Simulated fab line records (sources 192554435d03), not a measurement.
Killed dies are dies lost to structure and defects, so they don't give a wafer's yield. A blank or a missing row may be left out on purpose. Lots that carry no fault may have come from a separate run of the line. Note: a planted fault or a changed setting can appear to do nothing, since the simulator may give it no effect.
fab line records    flow n5-finfet    part 2 of 2: steps 22 to 31 of 31
record lots=5  wafers=15  last-day=18
route steps=1938 shown BEOL_M9@1425
lots that met no fault: from a run of the same line without faults
start-h: hours from the record's opening day to when the first of the lot's shown wafers began    wait-h: how many hours have passed since the lot's step before this one    " as in the row above    L1.1+2: a single row standing in for several wafers    - no value present, or no start provided    * or withheld: withheld    < > ~ a bound
route shown NAME@n: NAME is a module with steps in the file, n the number in the route of the first one    usual: average and standard deviation across the fault-free wafers    same: alike in all rows    chamber/n: place in a boat    sites: each site's reading    _std_site: standard deviation across them    _edge_site: the outer-site mean with the inner-site mean subtracted    radius-mm: how far each site lies from the wafer's centre    mask NAME#n: copy n    behind: the tool/chamber that last shaped the wafer    hold: the reason the lot was held/the length of the hold in hours/how it ended    device: transistor that didn't switch, given as n, p or np    end of line: at the end of the route, the tests of the same wafers    a step with no rows: only its recipe    killed: dies that structure and defects cost at the first sort, which is not the same as the wafer's yield    map: a wafer's dies, marking killed ones x, the rest . and places with no die _
set.NAME: the setting the step ran with; set.NAME@STEP: the setting that earlier step ran with    model.NAME: the simulator's own value behind a step, which no gauge read
certain route steps with their lots: each step a table, each wafer a row
services: when a tool's chamber went out of use (start-h, in hours from the record's first day, below 0 if earlier), for how many hours, and the reason
## steps
# step N5_BEOL_M9_TRENCH_ETCH_37
# recipe chemistry=C4F6/O2  target-depth-a=1514.3  target=SiCOH_lowk  time-s=49  ion-energy-ev=250  pressure-mtorr=30  source-w=345  bias-w=185  Ar_flow_sccm=300  C4F6_flow_sccm=10  O2_flow_sccm=10
# usual drypump-motor-current-A=5.6/0.43  oes-product-au=0.80/0.071  rf-vpp-V=668/25  showerhead-plenum-p-Torr=2.83/0.085  throttle-valve-pct=20.87/0.23
lot.wafer  tool         chamber  start-h  wait-h  drypump-motor-current-A  oes-product-au  rf-hours-counter-h  rf-vpp-V  showerhead-plenum-p-Torr  throttle-valve-pct
L078.1     rie-diel-05  2        -        -       5.0                      0.83            89                  677       2.72                      20.74
L078.4     "            0        "        "       5.1                      0.69            204                 615       2.71                      20.78
L078.6     "            1        "        "       6.0                      0.99            -                   670       2.91                      20.47
L081.3     rie-diel-01  3        -        -       6.1                      0.83            74                  632       2.92                      21.11
L081.5     "            3        "        "       6.1                      0.82            -                   632       2.92                      21.11
L081.6     "            2        "        "       5.3                      0.87            -                   679       2.78                      20.70
L077.1     rie-diel-05  0        -        -       5.1                      0.69            208                 617       2.71                      20.80
L077.3     "            2        "        "       5.1                      0.83            93                  677       2.72                      20.75
L077.5     "            3        "        "       5.8                      0.70            -                   703       2.95                      21.39
L084.1     rie-diel-03  0        -        -       6.1                      0.81            90                  692       2.84                      20.87
L084.2     "            3        "        "       6.5                      0.85            59                  653       3.03                      20.96
L084.5     "            0        "        "       6.1                      0.81            -                   692       2.84                      20.87
L097.1     rie-diel-01  3        -        -       6.0                      0.79            107                 631       2.91                      21.16
L097.4     "            1        "        "       5.4                      0.79            88                  679       2.79                      20.71
L097.5     "            1        "        "       5.4                      0.79            -                   679       2.79                      20.71
# step N5_BEOL_M9_ETCH_41
# recipe chemistry=CH3F/O2  target=SiCN  target-depth-a=366  taper-deg=2  time-s=70.1  ion-energy-ev=120  mask-material=TiN  pressure-mtorr=30  source-w=395  bias-w=75  Ar_flow_sccm=150  CH3F_flow_sccm=30  O2_flow_sccm=20
# usual drypump-motor-current-A=5.6/0.44  oes-product-au=0.80/0.071  rf-vpp-V=296.9/1.4  showerhead-plenum-p-Torr=1.98/0.061  throttle-valve-pct=16.24/0.22
lot.wafer  tool         chamber  start-h  wait-h  drypump-motor-current-A  oes-product-au  rf-hours-counter-h  rf-vpp-V  showerhead-plenum-p-Torr  throttle-valve-pct
L078.1     rie-diel-05  2        -        -       5.0                      0.83            89                  295.5     1.92                      16.22
L078.4     "            0        "        "       5.1                      0.69            204                 294.5     1.90                      16.27
L078.6     "            1        "        "       5.9                      0.99            -                   299.3     2.05                      15.85
L081.3     rie-diel-01  3        -        -       6.0                      0.82            74                  297.4     2.05                      16.39
L081.5     "            3        "        "       6.0                      0.82            -                   299.6     2.05                      16.39
L081.6     "            2        "        "       5.3                      0.87            -                   296.2     1.95                      16.04
L077.1     rie-diel-05  0        -        -       5.1                      0.69            208                 295.4     1.90                      16.28
L077.3     "            2        "        "       5.1                      0.83            93                  296.4     1.92                      16.24
L077.5     "            3        "        "       5.8                      0.70            -                   299.5     2.07                      16.78
L084.1     rie-diel-03  0        -        -       6.0                      0.81            90                  298.4     2.00                      16.27
L084.2     "            3        "        "       6.5                      0.85            59                  299.7     2.13                      16.21
L084.5     "            0        "        "       6.0                      0.80            -                   298.1     2.00                      16.26
L097.1     rie-diel-01  3        -        -       6.1                      0.78            107                 298.1     2.04                      16.45
L097.4     "            1        "        "       5.4                      0.78            88                  295.9     1.96                      16.09
L097.5     "            1        "        "       5.4                      0.78            -                   296.2     1.96                      16.08
# step N5_BEOL_M9_STRIP_80
# recipe chemistry=N2/H2  time-s=10  power-w=450  temp-c=40  pressure-mtorr=20  rf-frequency-hz=6e+07  bias-power-w=7  n2-flow-sccm=200  h2-flow-sccm=200
# usual drypump-motor-current-A=5.6/0.44  oes-product-au=0.81/0.072  rf-vpp-V=59.1/0.81  showerhead-plenum-p-Torr=2.50/0.073  throttle-valve-pct=23.4/0.39
lot.wafer  tool         chamber  start-h  wait-h  drypump-motor-current-A  oes-product-au  rf-hours-counter-h  rf-vpp-V  showerhead-plenum-p-Torr  throttle-valve-pct
L078.1     rie-diel-05  2        -        -       5.0                      0.84            89                  58.0      2.44                      23.6
L078.4     "            0        "        "       5.1                      0.69            204                 59.7      2.43                      23.8
L078.6     "            1        "        "       5.9                      1.01            -                   59.4      2.59                      22.9
L081.3     rie-diel-01  3        -        -       6.1                      0.83            74                  60.9      2.56                      23.6
L081.5     "            3        "        "       6.0                      0.83            -                   58.9      2.56                      23.6
L081.6     "            2        "        "       5.2                      0.87            -                   60.3      2.44                      23.1
L077.1     rie-diel-05  0        -        -       5.1                      0.70            208                 59.3      2.43                      23.8
L077.3     "            2        "        "       5.0                      0.84            93                  59.3      2.44                      23.6
L077.5     "            3        "        "       5.8                      0.71            -                   60.3      2.62                      23.9
L084.1     rie-diel-03  0        -        -       6.1                      0.79            90                  58.2      2.57                      24.3
L084.2     "            3        "        "       6.5                      0.86            59                  60.0      2.68                      23.6
L084.5     "            0        "        "       6.0                      0.79            -                   58.5      2.57                      24.2
L097.1     rie-diel-01  3        -        -       6.1                      0.79            108                 59.5      2.55                      23.6
L097.4     "            1        "        "       5.4                      0.80            88                  59.2      2.46                      22.8
L097.5     "            1        "        "       5.4                      0.81            -                   58.8      2.46                      22.8
# step N5_BEOL_M9_OCD_MEAS_38
# usual trench-depth-nm=151/3.8
lot.wafer  tool    chamber  start-h  wait-h  trench-depth-nm
L078.1     ocd-02  -        253.92   -       152
L078.4     "       -        "        "       146
L078.6     "       -        "        "       153
L081.3     ocd-01  -        257.80   -       151
L081.5     "       -        "        "       150
L081.6     "       -        "        "       153
L077.1     ocd-02  -        267.03   -       146
L077.3     "       -        "        "       153
L077.5     "       -        "        "       150
L084.1     ocd-02  -        275.83   -       154
L084.2     "       -        "        "       152
L084.5     "       -        "        "       153
L097.1     ocd-02  -        363.69   -       149
L097.4     "       -        "        "       149
L097.5     "       -        "        "       150
# step N5_BEOL_M9_HM_STRIP_39
# recipe chemistry=peroxide-tin-strip  material=TiN  target-depth-a=250  temp-c=50  time-s=158
lot.wafer   tool          chamber  start-h  wait-h
L078.1+4+6  wet-bench-04  3,5,2    253.95   0.0
L081.3+5+6  wet-bench-03  7,1,6    257.83   0.0
L077.1+3+5  wet-bench-05  1,0,7    267.06   0.0
L084.1+2+5  wet-bench-04  1,0,6    275.86   0.0
L097.1+4+5  wet-bench-03  2,4,0    363.73   0.0
# step N5_BEOL_M9_SRD_40
# recipe time-s=30  temp-c=23  rinse-liquid=diw  dry=ipa-marangoni
lot.wafer   tool          chamber  start-h  wait-h
L078.1+4+6  wet-bench-04  3,5,2    254.00   0.0
L081.3+5+6  wet-bench-03  7,1,6    257.87   0.0
L077.1+3+5  wet-bench-05  1,0,7    267.11   0.0
L084.1+2+5  wet-bench-04  1,0,6    275.91   0.0
L097.1+4+5  wet-bench-03  2,4,0    363.77   0.0
# step N5_BEOL_M9_PRECLEAN_42
# recipe chemistry=residue-remover  time-s=60  temp-c=40
lot.wafer   tool          chamber  start-h  wait-h
L078.1+4+6  wet-bench-04  3,5,2    254.02   0.0
L081.3+5+6  wet-bench-03  7,1,6    257.89   0.0
L077.1+3+5  wet-bench-05  1,0,7    267.12   0.0
L084.1+2+5  wet-bench-04  1,0,6    275.92   0.0
L097.1+4+5  wet-bench-03  2,4,0    363.79   0.0
# step N5_BEOL_M9_SRD_43
# recipe time-s=30  temp-c=23  rinse-liquid=diw  dry=ipa-marangoni
lot.wafer   tool          chamber  start-h  wait-h
L078.1+4+6  wet-bench-04  3,5,2    254.04   0.0
L081.3+5+6  wet-bench-03  7,1,6    257.91   0.0
L077.1+3+5  wet-bench-05  1,0,7    267.14   0.0
L084.1+2+5  wet-bench-04  1,0,6    275.94   0.0
L097.1+4+5  wet-bench-03  2,4,0    363.81   0.0
# step N5_BEOL_M9_CD_MEAS_35
# recipe target-cd-nm=70  target-cd-y-nm=40  polarity=opening
# usual cd-nm=70.6/0.84
lot.wafer  tool       chamber  start-h  wait-h  cd-nm
L078.1     cd-sem-01  -        254.08   0.0     70.9
L078.4     "          -        "        "       70.1
L078.6     "          -        "        "       71.1
L081.3     cd-sem-03  -        257.95   0.0     70.9
L081.5     "          -        "        "       70.1
L081.6     "          -        "        "       71.1
L077.1     cd-sem-01  -        267.18   0.0     71.3
L077.3     "          -        "        "       71.4
L077.5     "          -        "        "       71.9
L084.1     cd-sem-03  -        275.98   0.0     71.0
L084.2     "          -        "        "       71.8
L084.5     "          -        "        "       70.1
L097.1     cd-sem-01  -        363.85   0.0     70.4
L097.4     "          -        "        "       68.6
L097.5     "          -        "        "       69.9
# step N5_BEOL_M9_CURE_72
# recipe temp-c=370  time-s=120  ambient=DMADMS/He  material=SiCOH_lowk
# usual lamp-power-pct=52.31/0.054  wafer_temp_C_max=371.5/0.46
lot.wafer  tool        chamber  start-h  wait-h  lamp-power-pct  wafer_temp_C_max
L078.1     uv-cure-03  0        254.12   0.0     52.34           371.4
L078.4     "           0        "        "       52.33           371.5
L078.6     "           0        "        "       52.31           371.5
L081.3     uv-cure-02  2        258.32   0.4     52.30           371.2
L081.5     "           2        "        "       52.26           371.0
L081.6     "           2        "        "       52.33           370.9
L077.1     uv-cure-02  0        267.22   0.0     52.22           371.5
L077.3     "           0        "        "       52.37           371.5
L077.5     "           0        "        "       52.28           371.5
L084.1     uv-cure-02  2        276.02   0.0     52.35           370.7
L084.2     "           2        "        "       52.28           370.9
L084.5     "           2        "        "       52.38           370.8
L097.1     uv-cure-01  2        363.89   0.0     52.29           372.1
L097.4     "           2        "        "       52.35           371.9
L097.5     "           2        "        "       52.28           371.8
## services
tool            chamber  start-h  hours  kind
euv-scanner-01  -        231.02   12.0   pm
uv-cure-02      -        240.64   12.4   repair
euv-scanner-01  -        244.48   4.6    pm
euv-scanner-01  -        254.73   1.0    pm
rie-diel-03     3        256.81   3.9    repair
euv-scanner-02  -        269.91   1.0    pm
uv-cure-02      -        284.84   3.4    pm
uv-cure-03      -        285.03   2.1    pm
litho-track-01  -        297.48   -      consumable-replace:filter
euv-scanner-01  -        310.88   1.0    pm
litho-track-01  -        319.14   -      consumable-replace:filter
uv-cure-03      -        323.73   7.5    pm
euv-scanner-02  -        326.06   1.0    pm
euv-scanner-01  -        332.41   28.5   repair
euv-scanner-02  -        334.89   0.8    repair
rie-diel-01     0        339.95   5.7    repair
uv-cure-01      -        348.05   9.6    repair
rie-diel-05     3        352.23   -      clean
rie-diel-05     3        352.23   -      consumable-replace:focus-ring
rie-diel-05     3        352.23   17.2   scheduled-down
rie-diel-05     3        352.23   17.2   vent-cycle
uv-cure-02      -        356.84   2.1    pm
rie-diel-01     -        359.56   0.5    repair
